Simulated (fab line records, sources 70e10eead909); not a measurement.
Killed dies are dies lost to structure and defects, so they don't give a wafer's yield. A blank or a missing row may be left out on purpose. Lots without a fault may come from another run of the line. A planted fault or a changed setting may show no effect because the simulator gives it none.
Chamber matching | flow nand_harc | NHARC_P_CONTACT_CMP_24 on cmp-01: 4 sister chambers
The step polishes, t overpolish 30 s, target thk 200 nm. 4 wafers are shown with their chamber, then 8 later ones without.

WAFERS WITH THEIR CHAMBER
wafer  | chamber | motor_current_A (A)
L107.4 | 2       | 13.5
L123.1 | 3       | 11.7
L123.3 | 0       | 13.0
L124.4 | 1       | 12.2

WAFERS WITHOUT THEIR CHAMBER
wafer  | motor_current_A (A)
L124.5 | 12.8
L124.6 | 11.9
L125.1 | 13.5
L125.2 | 13.0
L125.4 | 12.1
L126.1 | 12.7
L126.3 | 13.2
L126.5 | 12.1

WHICH CHAMBER EACH WENT THROUGH
wafer  | from the rows above     | in truth
L124.5 | 0                       | 0
L124.6 | can't be placed: 3 or 1 | 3
L125.1 | 2                       | 2
L125.2 | 0                       | 0
L125.4 | can't be placed: 1 or 3 | 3
L126.1 | can't be placed: 0 or 1 | 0
L126.3 | can't be placed: 0 or 2 | 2
L126.5 | can't be placed: 1 or 3 | 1
Placed correctly: 3 of 8. Can't be placed from these rows: 5 (the true chamber is among the candidates in 5). Placed wrongly: 0.
How it was worked out, from the rows above alone: a wafer's distance from a chamber is the root of the sum, over the readings, of the square of ((its reading less the chamber's mean) divided by the reading's scatter). The wafer belongs to the nearest chamber; if the next one is less than 2 further off, it can't be placed. A chamber's mean is the mean of its shown wafers. The scatter: with one shown wafer a chamber, the root of the mean of the squares of how far each hidden wafer lies from its nearest shown one.
